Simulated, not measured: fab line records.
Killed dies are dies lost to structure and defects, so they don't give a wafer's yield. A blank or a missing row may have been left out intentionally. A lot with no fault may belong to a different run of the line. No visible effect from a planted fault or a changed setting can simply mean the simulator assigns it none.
fab line records	flow nand_harc
record lots=7	wafers=19	last_day=27
route steps=1159 shown P_CONTACT@228 END@1159
lots that met no fault: from a run of the same line without faults
start_h: start of the lot's first displayed wafer, in hours after the record's first day	wait_h: hours since the lot's step before	" the same as in the row above	L1.1+2: a row that stands for several wafers	- no value, or no start given	* or withheld: withheld	< > ~ a bound
route shown NAME@n: names a module that has steps shown in the file, with the first one's number in the route	usual: the fault-free wafers' mean and standard deviation	same: alike in all rows	chamber/n: place in a boat	sites: readings site by site	_std_site: the values' standard deviation	_edge_site: inner sites' mean taken away from outer sites' mean	radius_mm: how far each site lies from the wafer's centre	mask NAME#n: copy n	behind: the last tool/chamber to shape the wafer	hold: the reason the lot was held/the length of the hold in hours/how it ended	device: transistor that didn't switch, given as n, p or np	end of line: tests run on the same wafers once the route is complete	a step with no rows: only its recipe	killed: not the wafer's yield, but the dies lost to structure and defects at the first sort	map: a wafer's dies, marking killed ones x, the rest . and places with no die _
set.NAME: setting as actually run; set.NAME@STEP: the setting as run at that earlier step	model.NAME: the simulator's own value behind a step, which no gauge read
certain route steps with their lots: each step a table, each wafer a row
services: a tool's chamber out of use, with start hour (start_h, from the record's first day; less than 0 if before it), hours out, and reason
## steps
# step NHARC_P_CONTACT_EBR_08
# step NHARC_P_CONTACT_EXPOSE_09
# recipe na=1.35	target_cd_nm=90	dose_mj=81.26	mask_id=P_CA
# step NHARC_P_CONTACT_PEB_10
# recipe peb_temp_c=100	peb_time_s=65
# step NHARC_P_CONTACT_DEVELOP_11
# recipe develop_time_s=35	dev_temp_c=23
# step NHARC_P_CONTACT_CD_MEAS_12
# recipe target_cd_nm=90	landing_energy_ev=500
# usual cd_nm=90.1/0.62
lot.wafer	tool	chamber	start_h	wait_h	cd_nm
L319.2	cd_sem-03	0	168.80	-	90.3
L319.3	"	0	"	"	91.2
L319.5	"	0	"	"	90.3
L323.1	cd_sem-03	0	180.82	-	90.0
L323.4	"	0	"	"	89.5
L323.5	"	0	"	"	91.5
L328.4	cd_sem-03	0	194.94	-	89.8
L328.6	"	0	"	"	89.8
L327.4	cd_sem-01	0	195.27	-	90.7
L327.5	"	0	"	"	90.0
L329.3	cd_sem-01	0	196.44	-	90.1
L329.4	"	0	"	"	89.5
L329.5	"	0	"	"	90.5
L334.3	cd_sem-01	0	210.92	-	90.6
L334.4	"	0	"	"	89.4
L334.5	"	0	"	"	90.3
L336.2	cd_sem-03	0	227.75	-	89.7
L336.4	"	0	"	"	90.3
L336.5	"	0	"	"	89.9
# step NHARC_P_CONTACT_OVL_MEAS_13
# usual overlay_x_nm=0.2/0.85	overlay_y_nm=-0.2/1.1
lot.wafer	tool	chamber	start_h	wait_h	overlay_x_nm	overlay_y_nm
L319.2	overlay-01	-	168.89	-	-0.2	-0.1
L319.3	"	-	"	"	0.1	0.2
L319.5	"	-	"	"	-0.3	-0.1
L323.1	overlay-01	-	180.91	-	1.5	-1.3
L323.4	"	-	"	"	1.2	-0.9
L323.5	"	-	"	"	1.4	-1.0
L328.4	overlay-01	-	195.02	-	1.1	-0.4
L328.6	"	-	"	"	1.4	-0.4
L327.4	overlay-01	-	195.36	-	-0.8	-1.6
L327.5	"	-	"	"	-0.9	-1.9
L329.3	overlay-01	-	196.53	-	-1.1	-0.4
L329.4	"	-	"	"	-0.6	-0.6
L329.5	"	-	"	"	-0.3	-0.6
L334.3	overlay-01	-	211.01	-	-1.0	1.5
L334.4	"	-	"	"	-0.3	1.9
L334.5	"	-	"	"	-0.2	1.8
L336.2	overlay-02	-	227.84	-	1.2	0.0
L336.4	"	-	"	"	1.0	-0.1
L336.5	"	-	"	"	1.2	-0.5
# step NHARC_P_CONTACT_INSPECT_14
# usual raw_defect_count=3.5/2
lot.wafer	tool	chamber	start_h	wait_h	raw_defect_count
L319.2	defect_inspect-01	-	168.93	0.0	1
L319.3	"	-	"	"	2
L319.5	"	-	"	"	3
L323.1	defect_inspect-02	-	180.97	0.1	4
L323.4	"	-	"	"	7
L323.5	"	-	"	"	4
L328.4	defect_inspect-02	-	195.06	0.0	2
L328.6	"	-	"	"	3
L327.4	defect_inspect-01	-	195.39	0.0	7
L327.5	"	-	"	"	3
L329.3	defect_inspect-02	-	196.56	0.0	2
L329.4	"	-	"	"	7
L329.5	"	-	"	"	7
L334.3	defect_inspect-02	-	211.04	0.0	3
L334.4	"	-	"	"	1
L334.5	"	-	"	"	3
L336.2	defect_inspect-01	-	227.87	0.0	2
L336.4	"	-	"	"	3
L336.5	"	-	"	"	3
# step NHARC_P_CONTACT_DESCUM_17
# recipe time_s=3	o2_flow_sccm=200	ar_flow_sccm=0	bias_power_w=0	chemistry=O2
# usual drypump_motor_current_A=5.8/0.37	oes_product_au=0.999/0.0098	rf_vpp_V=57.9/0.96	showerhead_plenum_p_Torr=1.94/0.084	throttle_valve_pct=11.312/0.0094
# same bias_power_w=0
lot.wafer	tool	chamber	start_h	wait_h	drypump_motor_current_A	oes_product_au	rf_hours_counter_h	rf_vpp_V	showerhead_plenum_p_Torr	throttle_valve_pct
L319.3	rie_diel-12	3	168.99	0.1	5.9	0.992	13	59.8	2.06	11.309
L319.2	"	1	"	"	6.4	0.987	16	58.6	1.97	11.305
L319.5	"	0	"	"	5.4	1.015	-	58.3	1.87	11.312
L323.1	rie_diel-01	2	181.04	0.1	6.0	1.005	4	58.5	2.04	11.308
L323.5	"	2	"	"	6.0	1.009	-	57.1	2.04	11.333
L323.4	"	3	"	"	5.7	0.996	-	59.3	1.90	11.300
L328.4	rie_diel-12	1	195.12	0.1	6.3	0.994	20	58.4	1.96	11.298
L328.6	"	1	"	"	6.3	0.999	-	57.7	1.96	11.306
L327.4	rie_diel-12	1	195.50	0.1	6.3	1.000	20	58.1	1.96	11.310
L327.5	"	2	"	"	5.3	1.008	-	57.2	1.84	11.309
L329.4	rie_diel-12	2	196.62	0.1	5.3	1.011	18	55.9	1.84	11.316
L329.3	"	0	"	"	5.4	1.011	19	58.2	1.87	11.307
L329.5	"	2	"	"	5.3	1.000	-	56.2	1.84	11.309
L334.3	rie_diel-01	2	211.12	0.1	6.0	1.012	8	58.8	2.03	11.301
L334.4	"	3	"	"	5.7	0.998	10	58.3	1.90	11.314
L334.5	"	1	"	"	6.4	0.985	-	58.2	1.84	11.312
L336.4	rie_diel-01	3	227.93	0.1	5.7	1.000	11	57.6	1.90	11.310
L336.2	"	0	"	"	6.0	1.006	11	57.2	1.95	11.319
L336.5	"	0	"	"	6.0	1.010	-	56.7	1.95	11.326
# step NHARC_P_CONTACT_ETCH_35
# recipe target_depth_a=390	over_etch_frac=0.3	time_s=65	ion_energy_ev=80	cf4_flow_sccm=150	ar_flow_sccm=0	rf_w=300	bias_w=100	chemistry=CF4
# usual cf4_flow_sccm=150.0/0.45	drypump_motor_current_A=5.8/0.39	oes_product_au=0.998/0.01	rf_vpp_V=151.3/1.2	showerhead_plenum_p_Torr=1.78/0.069	throttle_valve_pct=13.283/0.0086
lot.wafer	tool	chamber	start_h	wait_h	cf4_flow_sccm	drypump_motor_current_A	oes_product_au	rf_hours_counter_h	rf_vpp_V	showerhead_plenum_p_Torr	throttle_valve_pct
L319.2	rie_diel-12	0	169.07	0.1	149.5	5.4	1.012	15	151.4	1.73	13.282
L319.3	"	3	"	"	150.2	5.9	1.009	13	151.7	1.89	13.284
L319.5	"	0	"	"	150.1	5.4	1.019	-	149.8	1.73	13.277
L323.1	rie_diel-01	0	181.13	0.1	150.9	5.9	1.004	5	151.9	1.80	13.296
L323.4	"	0	"	"	150.1	6.0	1.005	-	151.9	1.80	13.296
L323.5	"	2	"	"	150.1	6.0	0.998	-	152.8	1.87	13.278
L328.4	rie_diel-12	1	195.22	0.1	150.3	6.4	0.990	20	151.6	1.81	13.271
L328.6	"	0	"	"	149.9	5.4	1.006	-	150.8	1.73	13.279
L327.4	rie_diel-12	3	195.58	0.1	149.7	5.9	0.994	17	154.1	1.89	13.273
L327.5	"	0	"	"	149.4	5.4	1.007	-	149.5	1.73	13.293
L329.4	rie_diel-12	3	196.71	0.1	150.9	5.9	0.996	18	153.8	1.89	13.285
L329.3	"	1	"	"	149.8	6.4	0.993	21	151.3	1.81	13.283
L329.5	"	3	"	"	149.9	5.9	0.995	-	152.4	1.89	13.288
L334.4	rie_diel-01	2	211.19	0.1	149.1	6.0	0.997	8	151.6	1.87	13.282
L334.3	"	0	"	"	150.5	6.0	0.999	9	153.2	1.80	13.274
L334.5	"	2	"	"	149.5	6.0	0.991	-	152.5	1.87	13.273
L336.2	rie_diel-01	1	228.02	0.1	149.9	6.4	0.975	9	151.1	1.70	13.273
L336.4	"	2	"	"	149.6	6.0	1.000	10	152.7	1.87	13.285
L336.5	"	1	"	"	149.6	6.4	0.981	-	149.4	1.70	13.275
# step NHARC_P_CONTACT_ETCH_36
# recipe target_depth_a=2600	over_etch_frac=0.25	time_s=406.25	ion_energy_ev=200	n2_flow_sccm=150	h2_flow_sccm=150	ar_flow_sccm=0	rf_w=400	bias_w=150	chemistry=N2/H2
# usual drypump_motor_current_A=5.9/0.39	oes_product_au=0.999/0.011	rf_vpp_V=431.1/2.5	showerhead_plenum_p_Torr=2.06/0.088	throttle_valve_pct=14.171/0.0096
lot.wafer	tool	chamber	start_h	wait_h	drypump_motor_current_A	oes_product_au	rf_hours_counter_h	rf_vpp_V	showerhead_plenum_p_Torr	throttle_valve_pct
L319.2	rie_diel-12	1	-	-	6.3	0.990	16	431.9	2.10	14.177
L319.3	"	3	"	"	5.9	0.998	13	434.7	2.20	14.171
L319.5	"	2	"	"	5.3	1.008	-	427.1	1.97	14.177
L323.1	rie_diel-01	3	-	-	5.8	0.997	5	430.2	2.03	14.163
L323.5	"	0	"	"	6.0	1.020	-	430.9	2.08	14.169
L323.4	"	2	"	"	6.0	1.005	-	434.3	2.17	14.166
L328.4	rie_diel-12	2	-	-	5.3	1.000	17	428.5	1.96	14.162
L328.6	"	1	"	"	6.4	0.992	-	432.5	2.10	14.167
L327.4	rie_diel-12	3	-	-	5.9	1.001	17	436.3	2.20	14.153
L327.5	"	1	"	"	6.4	0.996	-	433.3	2.10	14.179
L329.3	rie_diel-12	1	-	-	6.3	0.984	21	432.7	2.10	14.180
L329.4	"	3	"	"	5.9	0.992	18	433.9	2.20	14.157
L329.5	"	2	"	"	5.3	1.011	-	428.4	1.96	14.153
L334.4	rie_diel-01	1	-	-	6.4	0.978	7	428.5	1.96	14.165
L334.3	"	2	"	"	6.0	1.004	8	433.8	2.17	14.174
L334.5	"	2	"	"	6.0	1.009	-	433.2	2.17	14.184
L336.2	rie_diel-01	1	-	-	6.4	0.962	9	428.2	1.96	14.172
L336.4	"	2	"	"	6.0	0.998	10	434.3	2.17	14.179
L336.5	"	2	"	"	6.0	1.001	-	435.1	2.17	14.177
# step NHARC_P_CONTACT_ETCH_18
# recipe target_depth_a=4810	time_s=240.5	c4f8_flow_sccm=20	o2_flow_sccm=10	ar_flow_sccm=withheld	rf_w=600	bias_w=1500	chemistry=C4F8/O2/Ar
# usual oes_product_au=0.967/0.013	rf_vpp_V=980/5.7
lot.wafer	tool	chamber	start_h	wait_h	oes_product_au	rf_hours_counter_h	rf_vpp_V
L319.3	rie_diel-12	0	-	-	0.988	15	975
L319.2	"	1	"	"	0.974	16	981
L319.5	"	2	"	"	0.985	-	973
L323.1	rie_diel-01	0	-	-	0.977	5	981
L323.4	"	2	"	"	0.968	-	986
L323.5	"	3	"	"	0.958	-	977
L328.4	rie_diel-12	2	-	-	0.971	17	973
L328.6	"	0	"	"	0.991	-	975
L327.4	rie_diel-12	0	-	-	0.995	19	975
L327.5	"	0	"	"	0.991	-	976
L329.4	rie_diel-12	1	-	-	0.975	21	981
L329.3	"	3	"	"	0.957	18	988
L329.5	"	1	"	"	0.977	-	981
L334.3	rie_diel-01	1	-	-	0.934	8	973
L334.4	"	2	"	"	0.991	9	986
L334.5	"	1	"	"	0.953	-	971
L336.2	rie_diel-01	1	-	-	0.950	9	972
L336.4	"	3	"	"	0.960	11	975
L336.5	"	1	"	"	0.957	-	974
# step NHARC_P_CONTACT_STRIP_37
# recipe c4f8_flow_sccm=withheld	o2_flow_sccm=8	ar_flow_sccm=withheld	bias_w=0	chemistry=C4F8/O2/Ar
# step NHARC_P_CONTACT_ETCH_31
# recipe target_depth_a=300	time_s=85.7	ion_energy_ev=120	over_etch_frac=1	ch3f_flow_sccm=50	o2_flow_sccm=30	ar_flow_sccm=200	rf_w=500	bias_w=100	chemistry=CH3F/O2
# usual drypump_motor_current_A=5.8/0.37	oes_product_au=0.982/0.01	rf_vpp_V=244.8/1.7	showerhead_plenum_p_Torr=2.49/0.11	throttle_valve_pct=20.665/0.0096
lot.wafer	tool	chamber	start_h	wait_h	drypump_motor_current_A	oes_product_au	rf_hours_counter_h	rf_vpp_V	showerhead_plenum_p_Torr	throttle_valve_pct
L319.3	rie_diel-12	3	169.74	-	5.9	0.974	13	246.1	2.64	20.640
L319.2	"	1	"	"	6.4	0.970	16	245.5	2.52	20.652
L319.5	"	2	"	"	5.3	0.998	-	244.7	2.37	20.672
L323.1	rie_diel-01	2	181.91	-	6.0	0.983	4	246.3	2.61	20.653
L323.4	"	2	"	"	6.0	0.996	-	246.2	2.61	20.654
L323.5	"	3	"	"	5.7	0.997	-	243.8	2.45	20.650
L328.4	rie_diel-12	1	195.96	-	6.4	0.632	21	245.8	2.52	20.678
L328.6	"	1	"	"	6.3	0.643	-	245.1	2.52	20.668
L327.4	rie_diel-12	2	196.31	-	5.3	0.639	17	244.3	2.37	20.670
L327.5	"	3	"	"	5.9	0.982	-	246.4	2.64	20.666
L329.4	rie_diel-12	0	197.38	-	5.4	0.634	19	242.8	2.40	20.659
L329.3	"	1	"	"	6.4	0.969	21	245.9	2.52	20.673
L329.5	"	3	"	"	5.9	0.972	-	247.2	2.64	20.652
L334.3	rie_diel-01	1	211.85	-	6.4	0.961	8	243.2	2.36	20.674
L334.4	"	0	"	"	6.0	0.973	9	245.0	2.51	20.655
L334.5	"	2	"	"	6.0	0.991	-	247.1	2.61	20.657
L336.2	rie_diel-01	2	228.67	-	6.0	0.976	10	248.2	2.61	20.654
L336.4	"	1	"	"	6.4	0.968	9	241.2	2.36	20.671
L336.5	"	3	"	"	5.7	0.963	-	244.7	2.44	20.653
# step NHARC_P_CONTACT_CD_MEAS_19
# usual cd_nm=90.7/1.9
lot.wafer	tool	chamber	start_h	wait_h	cd_nm
L319.2	cd_sem-01	-	169.86	-	89.8
L319.3	"	-	"	"	91.5
L319.5	"	-	"	"	91.1
L323.1	cd_sem-03	-	182.05	-	89.6
L323.4	"	-	"	"	90.7
L323.5	"	-	"	"	95.3
L328.4	cd_sem-01	-	196.09	-	91.9
L328.6	"	-	"	"	91.5
L327.4	cd_sem-02	-	196.44	-	91.8
L327.5	"	-	"	"	92.5
L329.3	cd_sem-01	-	197.50	-	89.8
L329.4	"	-	"	"	90.1
L329.5	"	-	"	"	91.4
L334.3	cd_sem-03	-	211.98	-	88.8
L334.4	"	-	"	"	92.8
L334.5	"	-	"	"	90.5
L336.2	cd_sem-03	-	228.81	-	92.0
L336.4	"	-	"	"	89.9
L336.5	"	-	"	"	89.0
# step NHARC_END_SORT_01
# recipe temp_c=25
# usual killed_at_array=29/11	killed_at_other=0.5/0.85	killed_at_periphery=3.0/2.3	killed_dies=33/12	killed_open=3.3/1.9	killed_short=2.0/1.5
# same gross_dies=677
lot.wafer	tool	chamber	start_h	wait_h	killed_at_array	killed_at_other	killed_at_periphery	killed_dies	killed_open	killed_short
L319.2	prober-02	0	569.24	2.8	20	2	2	24	4	3
L319.3	prober-02	0	570.04	3.1	21	0	0	21	3	2
L319.5	prober-02	0	571.66	3.7	25	1	0	26	2	5
L323.1	prober-01	0	603.30	2.5	41	2	0	43	2	3
L323.4	prober-01	0	605.62	3.3	39	1	3	43	4	1
L323.5	prober-01	0	606.40	3.6	29	1	1	31	2	1
L329.3	prober-02	0	616.90	3.1	36	0	1	37	2	1
L329.4	prober-02	0	617.70	3.4	39	1	375	415	2	0
L329.5	prober-02	0	618.50	3.7	47	1	3	51	6	1
L327.4	prober-02	0	625.53	3.4	21	0	435	456	6	2
L334.3	prober-02	0	640.28	3.1	17	0	2	19	3	4
L334.4	prober-02	0	641.09	3.4	17	0	1	18	3	3
L334.5	prober-02	0	641.89	3.7	20	0	5	25	4	1
L328.4	prober-02	0	656.64	3.4	39	0	414	453	1	1
L328.6	prober-02	0	658.24	4.0	41	1	396	438	2	0
# killed by level:class
L319.2 A_CHANNEL_HOLE_D1:chamber_film_flake=14 STARTING-WAFER:geometric_particle:short=2 A_STAIRCASE:chamber_film_flake=2 P_CONTACT:geometric_particle:open=1 P_M0:geometric_particle:open=1 A_CHANNEL_HOLE_D1:geometric_particle:open=1 A_SLIT:geometric_particle:open=1 A_M0:geometric_particle:short=1
L319.3 A_CHANNEL_HOLE_D1:chamber_film_flake=13 A_STAIRCASE:chamber_film_flake=2 A_ONON_D1:geometric_particle:short=1 A_CHANNEL_FILL_D1:geometric_particle:open=1 A_STAIRCASE:geometric_particle:short=1 A_CONTACT:geometric_particle:open=1 A_BLC:geometric_particle:open=1 A_WL_FILL:chamber_film_flake=1
L319.5 A_CHANNEL_HOLE_D1:chamber_film_flake=15 A_CONTACT:chamber_film_flake=3 A_ONON_D1:geometric_particle:short=2 A_WL_FILL:geometric_particle:short=2 A_SOURCE_PLATE:geometric_particle:short=1 A_SOURCE_PLATE:geometric_particle:open=1 A_ONON_D1:geometric_particle:open=1 HYBRID_BOND:chamber_film_flake=1
L323.1 A_CHANNEL_HOLE_D1:chamber_film_flake=18 A_SLIT:chamber_film_flake=14 A_CHANNEL_FILL_D1:geometric_particle:short=1 A_SGD_CUT:geometric_particle:open=1 A_CONTACT:geometric_particle:open=1 A_M1:geometric_particle:short=1 STARTING-WAFER:geometric_particle:short=1 A_ZERO_WELL:chamber_film_flake=1
L323.4 A_SLIT:chamber_film_flake=17 A_CHANNEL_HOLE_D1:chamber_film_flake=14 A_M0:geometric_particle:open=2 A_CONTACT:chamber_film_flake=2 P_CONTACT:geometric_particle:short=1 P_M1:geometric_particle:open=1 A_SGD_CUT:geometric_particle:open=1 P_STI:chamber_film_flake=1
L323.5 A_CHANNEL_HOLE_D1:chamber_film_flake=12 A_SLIT:chamber_film_flake=12 P_M0:geometric_particle:open=1 A_WL_FILL:geometric_particle:open=1 A_M0:geometric_particle:short=1 A_STAIRCASE:chamber_film_flake=1 A_SGD_CUT:chamber_film_flake=1 A_CONTACT:chamber_film_flake=1
L329.3 A_SLIT:chamber_film_flake=19 A_CHANNEL_HOLE_D1:chamber_film_flake=11 A_CONTACT:geometric_particle:open=2 A_STAIRCASE:chamber_film_flake=2 A_CHANNEL_FILL_D1:geometric_particle:short=1 P_ZERO_WELL:chamber_film_flake=1 A_WL_FILL:chamber_film_flake=1
L329.4 P_CONTACT:area_etch=372 A_CHANNEL_HOLE_D1:chamber_film_flake=17 A_SLIT:chamber_film_flake=10 A_CONTACT:chamber_film_flake=8 P_STI:chamber_film_flake=2 A_CHANNEL_FILL_D1:chamber_film_flake=2 P_M0:geometric_particle:open=1 A_M0:geometric_particle:open=1
L329.5 A_CHANNEL_HOLE_D1:chamber_film_flake=18 A_SLIT:chamber_film_flake=18 P_STI:chamber_film_flake=3 A_STAIRCASE:chamber_film_flake=2 A_CHANNEL_FILL_D1:geometric_particle:open=1 A_SGD_CUT:geometric_particle:short=1 A_SGD_CUT:geometric_particle:open=1 A_WL_FILL:geometric_particle:open=1
L327.4 P_CONTACT:area_etch=433 A_STAIRCASE:chamber_film_flake=7 A_CHANNEL_HOLE_D1:chamber_film_flake=3 A_ONON_D1:geometric_particle:open=2 A_CONTACT:chamber_film_flake=2 A_M0:chamber_film_flake=2 P_STI:geometric_particle:short=1 P_CONTACT:geometric_particle:open=1
L334.3 A_STAIRCASE:chamber_film_flake=5 A_ONON_D1:geometric_particle:open=2 A_WL_FILL:geometric_particle:short=2 A_CHANNEL_HOLE_D1:chamber_film_flake=2 A_BONDPAD:chamber_film_flake=2 P_M1:geometric_particle:short=1 A_SOURCE_PLATE:geometric_particle:open=1 A_ONON_D1:geometric_particle:short=1
L334.4 A_CHANNEL_HOLE_D1:chamber_film_flake=6 A_BONDPAD:chamber_film_flake=3 P_M2:geometric_particle:open=1 A_ONON_D1:geometric_particle:open=1 A_STAIRCASE:geometric_particle:short=1 A_WL_FILL:geometric_particle:short=1 A_M0:geometric_particle:short=1 A_M1:geometric_particle:open=1
L334.5 A_CHANNEL_HOLE_D1:chamber_film_flake=7 A_BONDPAD:chamber_film_flake=7 A_BLC:chamber_film_flake=3 P_GATE:geometric_particle:open=2 P_M0:geometric_particle:open=1 A_WL_FILL:geometric_particle:short=1 A_BLC:geometric_particle:open=1 P_STI:chamber_film_flake=1
L328.4 P_CONTACT:area_etch=412 A_SLIT:chamber_film_flake=17 A_CHANNEL_HOLE_D1:chamber_film_flake=17 A_STAIRCASE:chamber_film_flake=4 P_GATE:geometric_particle:short=1 P_GATE:geometric_particle:open=1 A_CONTACT:chamber_film_flake=1
L328.6 P_CONTACT:area_etch=395 A_SLIT:chamber_film_flake=19 A_CHANNEL_HOLE_D1:chamber_film_flake=17 A_STAIRCASE:chamber_film_flake=3 A_ONON_D1:geometric_particle:open=2 P_CONTACT:chamber_film_flake=1 HYBRID_BOND:latent=1
# map L327.4 (x killed, . not)
____________x____________
_________xxxxxxx_________
_______xx.xxxxx.x._______
______.x..x.x.xxx.x______
_____xxxx.xxxxxxxx.x_____
____xxxx.xx.xxxxxxxxx____
____xxx.xxxx.xxx.xxx.____
___xxxx.x.x.x.xx.xxxxx___
___xxx.xxxxxx.xx....xx___
__xxx.x.xx.x.xxxxxxxxxx__
__x.x.x.x..xxx.x.x.x.xx__
_xxxxxxxxx..x.xxx.xx...x_
_.xxxxxxx.x..x.....xxxx._
_xx.xxx..x....x....xxxxx_
_xxxx.x.x.x..x..xx..x..x_
_.x.xx.x.x...x..x.x..xxx_
xxx...x.x.x.x..xxxxxx..xx
xxx.x.x..x.....xx...xxxxx
xxxx.xx..x..xxx.x..x.xx.x
xxx.x.x.x.x......xx.xx..x
xxxxx.x.x.xx.xx.xx.xxxx.x
_xxxxxx.x.xx.x...xxx.xxx_
_xxx.xx..xx.x.x..xxxxx.._
_xxxxxxx..x....x..xxx.xx_
_xxx..xx.x.x.x.x.xx..x.x_
_x.xx.xxx.xx.xx.xxx.x.xx_
__xxxxxx.xx..xxxx..xxxx__
__xxxxx..x..x..xxxx.xxx__
___xxxxx..xx.xx.xxx.xx___
___xxxxxxxx.x.xxxxxxx.___
____.xxxx.xx.xx.x...x____
____xxxxxxxx.x.xxxx.x____
_____x.xxxxxxxxxxxxx_____
______xxx.x.xxxx.xx______
_______xxxxxxxxxxx_______
_________.xxxxxx_________
____________x____________
# map L328.4 (x killed, . not)
____________x____________
_________xxx.xxx_________
_______xxxxxxxxxxx_______
______xxx.xxxxxxxxx______
_____xxxx.xxxxx.x.xx_____
____xxxx.xxxxxx.xxxxx____
____xxxx.xxxx.xxxx.xx____
___xxx.xx.xxxxx..xxx.x___
___xxxxx..x.x..x..xxxx___
__xxxx.xxx.x.x...xxxx.x__
__x.x.xxxx....xx..xx.xx__
_xxxxxxxxx.x.xxxxxx.xxxx_
_x.xxxxxx.xxx.xx...xxxx._
_xxxxxxx.xx..xx..xx.xx.x_
_xx.x..xxxx.xxxx....x.x._
_x..xxx.x....xxxx.xxxxxx_
xxx.xxx..xxxxx...xx..x.xx
xxxxxx....x.x...x.x.xxxxx
x.x..xx.x.xxx.xx..x..xxxx
xxxxx.xx.x.xxxxx..xxx.x..
xx..xxxx...xxxx.xxxxx.x.x
_x..xx.xx...x...xxx...x._
_.x.xx..xx..x.x...xxxx.x_
_xx.xxxx.xx..xx..x.x..xx_
_xx.xx.xx.....xxxxxxxxxx_
_..xx.x.x.x......xxxxx.x_
__xxxxxxx.x.xxx...xx.xx__
__......xxx.....xxxxxx.__
___x...xxxxx...xx.xxxx___
___xxxxxxxx.xx.xx.xx.x___
____.x.x.xx.x.xxxx.xx____
____...xx..x.xx.xxxxx____
_____x.xxxxxx.xxxxxx_____
______xxxx.x.xxxx.x______
_______.x..x..xxxx_______
_________..xxxxx_________
____________x____________
## services
tool	chamber	start_h	hours	kind
rie_diel-01	0	146.80	-	clean
rie_diel-01	1	146.80	-	clean
rie_diel-01	2	146.80	-	clean
rie_diel-01	3	146.80	-	clean
rie_diel-12	3	153.24	9.1	repair
rie_diel-12	0	156.94	-	clean
rie_diel-12	1	156.94	-	clean
rie_diel-12	2	156.94	-	clean
rie_diel-01	2	166.91	5.6	repair
rie_diel-01	1	173.41	8.6	repair
rie_diel-12	0	181.44	-	clean
rie_diel-12	1	181.44	-	clean
rie_diel-12	2	181.44	-	clean
rie_diel-12	3	181.44	-	clean
rie_diel-12	-	202.44	9.0	pm
rie_diel-12	0	202.44	9.0	vent_cycle
rie_diel-12	1	202.44	9.0	vent_cycle
rie_diel-12	2	202.44	9.0	vent_cycle
rie_diel-12	3	202.44	9.0	vent_cycle
rie_diel-12	0	211.44	-	clean
rie_diel-12	1	211.44	-	clean
rie_diel-12	2	211.44	-	clean
rie_diel-12	3	211.44	-	clean
rie_diel-01	2	215.67	2.9	repair
## key
first_sign step=NHARC_P_CONTACT_ETCH_31	reading=oes_product_au	direction=down	sigmas=33	usual=0.982	struck=0.637
effect step=NHARC_END_SORT_01	reading=killed_at_periphery	direction=up	sigmas=99+	usual=3.0	struck=405
more_kills_born_at NHARC_P_CONTACT_ETCH_31@rie_diel-12=1612
met_at NHARC_P_CONTACT_ETCH_31
struck_wafers L327.4,L328.4,L328.6,L329.4
later_rows_left_out L327.4,L328.4,L328.6,L329.4
tester_left_out L327,L328,L329
onset_between 169.74 195.96
fault kind=process_parameter_drift	tool=rie_diel-12	chamber=-	onset_h=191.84	steps=NHARC_P_CONTACT_ETCH_31	channel=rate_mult	offset=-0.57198	shape=step	end_h=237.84	scope=struck_wafers_only
# tester_left_out: of these lots the tester's yield and bins aren't shown, on N5 and GAA mostly nor the transistor test; their killed dies are dies lost to structure and defects alone, not to doping, threshold or leakage, so they don't give the yield
# later_rows_left_out: the simulator's readings of these wafers behind a module that went badly wrong aren't trusted and aren't shown, but for the sort
